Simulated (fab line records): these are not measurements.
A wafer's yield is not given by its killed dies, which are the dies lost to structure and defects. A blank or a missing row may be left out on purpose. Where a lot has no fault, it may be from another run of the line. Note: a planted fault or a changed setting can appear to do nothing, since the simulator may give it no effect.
Problem report, 8D (eight disciplines) form, completed by code ; flow n5Finfet ; the parts of the form that need people (team, actions taken, sign-off) are left out

== 1. THE PROBLEM ==
Wafers free of any fault read 1117 nm (standard deviation 13) for M14_ILD_THK at N5_BEOL_M14_THK_MEAS_01, against a mean of 889 nm on 2 wafers of 2 lots. That puts it -18 standard deviations away from the usual mean.
First seen on wafer L343.4, day 14 16:03, on filmMetro-02. At this step, 31 wafers from 11 lots have a number in the record. Rule for "out" (also "out of limits"): further than 4 standard deviations from the usual mean. Any other wafer with a number is counted as sound.

== 2. WHAT IT IS, WHAT IT ISN'T ==
question;is;is not
which readings at this step;M14_ILD_THK;-
which lots;L342, L343;L335, L336, L338, L339, L349, L350, L352, L355, L357
which wafers of those lots;L342.4, L343.4;L342.2, L343.2
read on which gauges;filmMetro-01, filmMetro-02;-
when;from day 14 16:03;"up to then (13 sound wafers); but 16 sound wafers of L342, L349, L350, L352, L355, L357 came after"

== 3. WHAT RULES OUT EACH SUSPECT ==
Counting: if a tool at a process step up to the reading ran every lot that is out, it stays a suspect. Sound lots after the first of them don't rule it out here, since some wafers of a struck lot are sound.
- the gauge at N5_BEOL_M14_THK_MEAS_01 is ruled out. Those wafers that are out were read across 2 gauges (filmMetro-01, filmMetro-02).
- pecvd-02 at N5_BEOL_M14_ILD_DEP_00 (deposits SiO2 from TEOS/O2, target thk 1119.3 nm, time 237.4 s): kept. It ran every lot that is out, first L343 (day 14 15:52); its last sound lot up to then is L339 (day 12 17:23). On those wafers its own readings are out: runLengthS.
The count leaves pecvd-02 at N5_BEOL_M14_ILD_DEP_00.

== 4. THE CAUSE (what the simulator had put in) ==
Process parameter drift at N5_BEOL_M14_ILD_DEP_00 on pecvd-02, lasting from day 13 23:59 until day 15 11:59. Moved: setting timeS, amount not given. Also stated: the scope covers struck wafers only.
The count eliminated every tool but this one.

== 5. THE EFFECT CHAIN, in route order ==
Rows list readings where the struck wafers' mean (over those with a number) sits beyond 3 standard deviations from the usual. Only readings for which the record gives a usual standard deviation are gone through. hours: the time from each lot's start at the first step in this table that gives one to its start at this step, as a median over the lots. sigmas: the change in usual standard deviations.
hours;step;reading;usual;on struck wafers;change;sigmas
0;N5_BEOL_M14_ILD_DEP_00;runLengthS;280.3 s;230.4;-49.9;-76
0;N5_BEOL_M14_THK_MEAS_01;M14_ILD_THK;1117 nm;889;-228;-18
Its process steps:
- N5_BEOL_M14_ILD_DEP_00: deposits SiO2 from TEOS/O2, target thk 1119.3 nm, time 237.4 s.

== 6. WHAT WOULD HAVE CAUGHT IT SOONER ==
In this record the first reading out of limits at a measuring or inspecting step was taken at day 14 16:03, 16 hours after the fault began at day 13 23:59.
The tool's own readings at N5_BEOL_M14_ILD_DEP_00 were out on every struck wafer that the step has a row for (runLengthS): an alarm limit on them would have fired on the first of those.
Of the lots that are out (2), L342 began N5_BEOL_M14_ILD_DEP_00 on pecvd-02 after day 14 16:03. A hold on the tool at that time would have spared it.
